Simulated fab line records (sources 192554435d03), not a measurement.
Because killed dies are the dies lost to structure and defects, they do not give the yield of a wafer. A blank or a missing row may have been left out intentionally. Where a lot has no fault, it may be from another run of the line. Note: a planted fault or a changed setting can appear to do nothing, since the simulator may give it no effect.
A struck lot beside a sound one -- flow n5Finfet -- 15 steps out of a route of 1938
Sound: wafers L913.2, L913.3, L913.4. Struck: wafers L906.1, L906.4, L906.5. The cause is given at the end.
At each step with rows: each side's tool, then ch and its chambers, then its first start. Under that, the readings that differ: sound wafers -- struck wafers -- difference of the means -- sigmas: that difference in standard deviations of wafers without a fault.
alike: readings with means less than 2 such deviations apart, plus words and numbers identical on both sides. not compared: withheld readings, readings lacking a value on some wafer, bounds such as >300 that could conceal the same value, and numbers that have no deviation in the record and whose values overlap.
A row with sigmas, a row that says differs or no value, or rows on one side alone: a step with any of these is where the two part. Non-overlapping numbers with no deviation appear without sigmas and do not part them. A reading that every wafer of one side lacks parts them only if that side has two wafers or more.

first, 5 steps without rows for these wafers: N5_BEOL_M4_EBR_24; N5_BEOL_M4_SOFTBAKE_23 (time 60 s); N5_BEOL_M4_EXPOSE_25 (exposes mask V3, defocus 5 nm); N5_BEOL_M4_PEB_26 (peb time 60 s); N5_BEOL_M4_DEVELOP_27 (develop time 30 s).
N5_BEOL_M4_CD_MEAS_28: target cd 26.2 nm, target cd y 24.1 nm.
  sound on cdSem-01 ch 0, day 11 17:15; struck on cdSem-02 ch 0, day 10 01:02
  alike: cdNm
N5_BEOL_M4_OVL_MEAS_29:
  sound on overlay-01 ch 0, day 11 17:17; struck on overlay-02 ch 0, day 10 01:04
  alike: V3_OVL
N5_BEOL_M4_INSPECT_30: inspects for defects (brightfield).
  sound: defectInspect-01 at day 11 17:20; struck: defectInspect-01 at day 10 01:07
  alike: rawDefectCount
N5_BEOL_M4_DESCUM_33: chemistry O2, time 7 s.
  sound on rieDiel-01 ch 1,2,3, day 11 17:22; struck on rieDiel-06 ch 0,1,2, day 10 01:09
  alike: drypumpMotorCurrentA, oesProductAu, rfFwdPowerW, rfVppV, showerheadPlenumPTorr, throttleValvePct
  not compared: rfHoursCounterH
N5_BEOL_M4_ETCH_77: etches underlayer in N2/H2, target depth 6.5 nm, time 5.2 s.
  sound on rieDiel-01 ch 1,2,3, day 11 17:25; struck on rieDiel-06 ch 0,1,2, day 10 01:11
reading,sound,struck,difference,sigmas
rfFwdPowerW (W),826.5 822.9 823.6,818.8 814.3 815.6,-8.1,-3
  alike: drypumpMotorCurrentA, etchRfOnTimeS, n2FlowSccm, oesProductAu, rfVppV, showerheadPlenumPTorr, throttleValvePct
  not compared: rfHoursCounterH
N5_BEOL_M4_ETCH_69: etches SiARC in CF4, target depth 15.6 nm, time 26 s.
  sound on rieDiel-01 ch 1,2,3, day 11 17:26; struck on rieDiel-06 ch 0,1,2, day 10 01:13
  alike: drypumpMotorCurrentA, etchRfOnTimeS, oesProductAu, rfFwdPowerW, rfVppV, showerheadPlenumPTorr, throttleValvePct
  not compared: rfHoursCounterH
N5_BEOL_M4_ALD_98: deposits SiO2, target thk 2.5 nm, pulse time 1 s, co reactant pulse time 1 s.
  sound on aldSin-03 ch 0,3, day 11 17:31; struck on aldSin-02 ch 0,1,2, day 10 01:17
  alike: heaterPowerW, precursorPulseHeightRel
N5_BEOL_M4_ETCHBACK_99: etches SiO2 in CHF3, target depth 5 nm, time 10.4 s.
  sound on rieDiel-06 ch 0,2,3, day 12 00:38; struck on rieDiel-05 ch 2,3, day 10 03:54
reading,sound,struck,difference,sigmas
oesProductAu (a.u.),1.00 0.71 0.81,0.97 1.19 0.97,+0.20,+2
model.CAR-EUV_of_BEOL_M4_COAT_22.thkNm (nm),10.4 10.4 10.4,10.2 10 9.8,-0.4,
  alike: drypumpMotorCurrentA, rfFwdPowerW, rfVppV, showerheadPlenumPTorr, throttleValvePct
  not compared: rfHoursCounterH
N5_BEOL_M4_ETCH_70: etches SOC in N2/H2, target depth 80 nm, overetch 24 nm, time 130 s.
  sound on rieDiel-06 ch 0,2,3, day 12 00:40; struck on rieDiel-05 ch 2,3, day 10 03:56
  alike: drypumpMotorCurrentA, n2FlowSccm, oesProductAu, rfFwdPowerW, rfVppV, showerheadPlenumPTorr, throttleValvePct
  not compared: rfHoursCounterH
N5_BEOL_M4_RC_MEAS_101:
  sound on prober-02 ch 0, day 12 05:26; struck on prober-01 ch 0, day 10 08:47
  alike: DIBL_N, DIBL_P, IOFF_N, IOFF_P, ION_N, ION_P, SS_N, SS_P, VT_N, VT_P

## WHERE THEY PART
Earliest at N5_BEOL_M4_ETCH_77; latest, in this record, at N5_BEOL_M4_ETCHBACK_99. Later steps at which nothing parts them and some readings are alike: N5_BEOL_M4_ETCH_70, N5_BEOL_M4_RC_MEAS_101.

WHY: the cause the simulator had injected
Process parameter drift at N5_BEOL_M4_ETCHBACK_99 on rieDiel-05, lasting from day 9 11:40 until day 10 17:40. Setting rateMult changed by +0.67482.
